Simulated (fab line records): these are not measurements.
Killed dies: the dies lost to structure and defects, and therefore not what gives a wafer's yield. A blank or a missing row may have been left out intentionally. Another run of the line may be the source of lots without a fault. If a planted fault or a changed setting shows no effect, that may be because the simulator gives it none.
Comparing a struck lot with a sound one | flow n5_finfet | 25 out of 1938 route steps
Sound: the wafers L338.3, L338.4, L338.5. Struck: wafers L343.2, L343.3, L343.4. Last of all comes the cause.
Each step with rows lists, per side, the tool, then ch with its chambers, then its first start. Under that, the readings that differ: sound wafers | struck wafers | difference of the means | sigmas: that difference in standard deviations of wafers without a fault.
alike: readings with means less than 2 such deviations apart, plus words and numbers identical on both sides. not compared: withheld readings, readings lacking a value on some wafer, bounds such as >300 that could conceal the same value, and numbers that have no deviation in the record and whose values overlap.
A row with sigmas, a row that says differs or no value, or rows on one side alone: a step with any of these is where the two part. When numbers do not overlap yet have no deviation, they are printed without sigmas and do not part them. A reading that every wafer of one side lacks parts them only if that side has two wafers or more.

first, 8 steps without rows for these wafers: N5_ILD0_FCVD_FILL_01 (material SiO2 flowable, target thk 200 nm, time 328.3 s); N5_ILD0_CURE_02 (time 1800 s); N5_ILD0_CMP_03 (polishes, stops on SiNx, t overpolish 1.9 s, target thk 197.38 nm); N5_ILD0_CMP_07 (polishes SiO2 flowable, stops on poly-Si, t overpolish 1.18 s, target thk 138.88 nm); N5_ILD0_PRECLEAN_10 (cleans in NF3:NH3, afs cycles 5, time 20 s, sublimation time 60 s); N5_ILD0_ALD_15 (deposits SiNx, target thk 24 nm, pulse time 1 s, ald cycles 480); N5_ILD0_CMP_12 (polishes SiNx, stops on poly-Si, t overpolish 6 s, target thk 17.67 nm); N5_SDB_HM_DEP_00 (deposits SiNx from SiH4/NH3/N2, target thk 40 nm, time 35.3 s).
N5_SDB_COAT_03: time 60 s, resist thk 100 nm.
  sound on litho_track-02 ch 0, day 5 18:43; struck on litho_track-02 ch 0, day 7 02:08
  reading                              | sound                | struck               | difference | sigmas
  resist_line_temp_C (C)               | 22.89 22.79 22.80    | 23.07 23.14 23.18    | +0.30      | +3
  spin_speed_rpm (rpm)                 | 1500.8 1500.1 1500.9 | 1324.0 1323.4 1324.8 | -176.5     | -99 or more
  model.SOC_of_SDB_COAT_03.thk_nm (nm) | 99.8 99.4 99.6       | 106.8 107.2 106.8    | +7.3       |
  alike: chill_plate_temp_C, plate_temp_C
then, 9 steps without rows for these wafers: N5_SDB_COAT_04 (time 60 s, resist thk 18 nm); N5_SDB_COAT_05 (resist thk 90 nm); N5_SDB_EBR_07; N5_SDB_SOFTBAKE_06 (time 60 s); N5_SDB_EXPOSE_08 (exposes mask SDB); N5_SDB_PEB_09 (peb time 60 s); N5_SDB_DEVELOP_10 (develop time 30 s); N5_SDB_DESCUM_16 (chemistry O2, time 7.9 s); N5_SDB_ETCH_17 (etches SiARC in CF4, target depth 23.4 nm, time 39 s).
N5_SDB_ETCH_18: etches SOC in N2/H2, target depth 100 nm, overetch 20 nm, time 150 s.
  sound on rie_diel-05 ch 2,3, day 5 19:14; struck on rie_diel-05 ch 1,2,3, day 7 02:32
  reading                  | sound             | struck            | difference | sigmas
  model.etch.depth_nm (nm) | 99.83 99.43 99.69 | 106.8 107.2 106.7 | +7.2       |
  alike: drypump_motor_current_A, oes_product_au, rf_vpp_V, showerhead_plenum_p_Torr, throttle_valve_pct
  not compared: rf_hours_counter_h
then, 2 steps without rows for these wafers: N5_SDB_STRIP_19 (strips in N2/H2); N5_SDB_STRIP_21 (strips in CF4).
N5_SDB_HM_OPEN_20: chemistry CH3F/O2, target SiNx, stops on poly-Si, target depth 24 nm.
  sound on rie_diel-05 ch 2,3, day 5 19:24; struck on rie_diel-05 ch 1,2,3, day 7 02:41
  reading                              | sound        | struck         | difference | sigmas
  model.SOC_of_SDB_COAT_03.thk_nm (nm) | 84.2 83.8 84 | 91.2 91.8 91.2 | +7.4       |
  alike: drypump_motor_current_A, oes_product_au, rf_vpp_V, showerhead_plenum_p_Torr, throttle_valve_pct
  not compared: rf_hours_counter_h
N5_SDB_STRIP_22: strips in N2/H2.
  sound on plasma_asher-02 ch 0,1, day 5 19:31; struck on plasma_asher-02 ch 0,1, day 7 02:46
  reading                      | sound          | struck            | difference | sigmas
  strip_time_to_endpoint_s (s) | 96.4 96.1 96.3 | 103.0 103.5 102.9 | +6.9       | +17
  alike: drypump_motor_current_A, heater_power_w, oes_product_au
  not compared: rf_hours_counter_h
then, 1 step without rows for these wafers: N5_SDB_PRECLEAN_23 (cleans in dHF, time 30 s).
-- the record jumps here: 8 days lie between the struck wafers' starts before and after (it left off in module SDB and takes up again in module PASSIVATION, whose first step shown is number 1936 of the route) --
N5_PASSIVATION_PROBE_49:
  record: rows for the struck wafers here (prober-01, day 15 12:27), none for the sound ones

== WHERE THEY PART ==
At N5_SDB_COAT_03 first; at N5_PASSIVATION_PROBE_49 last (within this record only).

WHY: the cause the simulator had injected
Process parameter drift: litho_track-02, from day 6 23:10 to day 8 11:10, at N5_SDB_COAT_03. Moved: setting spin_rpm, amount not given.
